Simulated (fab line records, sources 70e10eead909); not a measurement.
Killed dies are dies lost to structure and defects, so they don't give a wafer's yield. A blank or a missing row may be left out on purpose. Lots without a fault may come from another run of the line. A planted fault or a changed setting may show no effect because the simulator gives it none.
Chamber matching | flow nand_harc | NHARC_A_M1_DESCUM_14 on rie_diel-03: 4 sister chambers
The step chemistry O2, time 3 s. 4 wafers are shown with their chamber, then 9 later ones without.

WAFERS WITH THEIR CHAMBER
wafer  | chamber | drypump_motor_current_A (A)
L078.5 | 3       | 6.06
L092.2 | 0       | 5.70
L092.3 | 1       | 6.14
L092.6 | 2       | 6.00

WAFERS WITHOUT THEIR CHAMBER
wafer  | drypump_motor_current_A (A)
L091.1 | 6.05
L091.3 | 6.01
L091.5 | 6.05
L091.2 | 5.70
L091.4 | 6.14
L091.6 | 5.69
L094.4 | 6.03
L094.5 | 6.16
L094.6 | 5.98

WHICH CHAMBER EACH WENT THROUGH
wafer  | from the rows above     | in truth
L091.1 | 3                       | 3
L091.3 | 2                       | 2
L091.5 | 3                       | 3
L091.2 | 0                       | 0
L091.4 | 1                       | 1
L091.6 | 0                       | 0
L094.4 | can't be placed: 3 or 2 | 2
L094.5 | 1                       | 1
L094.6 | 2                       | 2
Placed correctly: 8 of 9. Can't be placed from these rows: 1 (the true chamber is among the candidates in 1). Placed wrongly: 0.
How it was worked out, from the rows above alone: a wafer's distance from a chamber is the root of the sum, over the readings, of the square of ((its reading less the chamber's mean) divided by the reading's scatter). The wafer belongs to the nearest chamber; if the next one is less than 2 further off, it can't be placed. A chamber's mean is the mean of its shown wafers. The scatter: with one shown wafer a chamber, the root of the mean of the squares of how far each hidden wafer lies from its nearest shown one.
